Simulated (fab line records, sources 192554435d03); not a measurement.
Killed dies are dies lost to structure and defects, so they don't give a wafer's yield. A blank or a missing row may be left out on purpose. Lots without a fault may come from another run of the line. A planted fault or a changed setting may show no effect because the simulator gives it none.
Chamber matching | flow n5_finfet | N5_BEOL_M11_STRIP_19 on rie_diel-03: 4 sister chambers
The step strips in O2. 20 wafers are shown with their chamber, then 10 later ones without.

WAFERS WITH THEIR CHAMBER
wafer  | chamber | showerhead_plenum_p_Torr (Torr) | drypump_motor_current_A (A) | throttle_valve_pct (%)
L077.2 | 3       | 2.07                            | 5.9                         | 16.92
L077.3 | 2       | 2.16                            | 5.7                         | 16.96
L077.5 | 3       | 2.07                            | 5.9                         | 16.93
L080.2 | 0       | 2.20                            | 5.7                         | 16.80
L080.3 | 2       | 2.16                            | 5.6                         | 16.97
L080.5 | 3       | 2.07                            | 5.9                         | 16.92
L083.4 | 1       | 2.09                            | 5.3                         | 16.49
L083.5 | 2       | 2.16                            | 5.6                         | 16.96
L083.6 | 1       | 2.09                            | 5.4                         | 16.49
L085.4 | 2       | 2.16                            | 5.7                         | 16.96
L085.5 | 0       | 2.19                            | 5.7                         | 16.83
L085.6 | 1       | 2.09                            | 5.4                         | 16.49
L084.2 | 2       | 2.16                            | 5.7                         | 16.96
L084.3 | 0       | 2.19                            | 5.7                         | 16.81
L084.4 | 2       | 2.16                            | 5.7                         | 16.99
L090.3 | 0       | 2.19                            | 5.7                         | 16.84
L090.4 | 3       | 2.07                            | 5.9                         | 16.45
L090.6 | 2       | 2.15                            | 5.7                         | 16.99
L093.1 | 1       | 2.08                            | 5.4                         | 16.53
L093.2 | 3       | 2.07                            | 5.9                         | 16.44

SIGNATURES (means of the wafers above)
reading                  | chamber 0 | chamber 1 | chamber 2 | chamber 3 | scatter within a chamber
showerhead_plenum_p_Torr | 2.1925    | 2.0875    | 2.1586    | 2.0700    | 0.00384
drypump_motor_current_A  | 5.700     | 5.375     | 5.671     | 5.900     | 0.0369
throttle_valve_pct       | 16.8200   | 16.5000   | 16.9700   | 16.7320   | 0.132
Rule: a wafer's distance from a chamber is the root of the sum, over the readings, of the square of ((its reading less the chamber's mean) divided by the reading's scatter). The wafer belongs to the nearest chamber; if the next one is less than 2 further off, it can't be placed. The scatter: the root of (the sum of the squares of (reading less its chamber's mean) over the shown wafers, divided by (wafers less chambers)).

WAFERS WITHOUT THEIR CHAMBER
wafer  | showerhead_plenum_p_Torr (Torr) | drypump_motor_current_A (A) | throttle_valve_pct (%)
L093.6 | 2.19                            | 5.7                         | 16.85
L089.3 | 2.06                            | 5.9                         | 16.44
L089.4 | 2.19                            | 5.7                         | 16.86
L089.5 | 2.08                            | 5.3                         | 16.55
L091.2 | 2.08                            | 5.3                         | 16.54
L091.4 | 2.08                            | 5.4                         | 16.54
L091.5 | 2.19                            | 5.7                         | 16.87
L096.1 | 2.06                            | 5.9                         | 16.48
L096.2 | 2.08                            | 5.4                         | 16.54
L096.5 | 2.15                            | 5.6                         | 17.02

WHICH CHAMBER EACH WENT THROUGH
wafer  | from the rows above | in truth
L093.6 | 0                   | 0
L089.3 | 3                   | 3
L089.4 | 0                   | 0
L089.5 | 1                   | 1
L091.2 | 1                   | 1
L091.4 | 1                   | 1
L091.5 | 0                   | 0
L096.1 | 3                   | 3
L096.2 | 1                   | 1
L096.5 | 2                   | 2
Placed correctly: 10 of 10. Can't be placed from these rows: 0. Placed wrongly: 0.
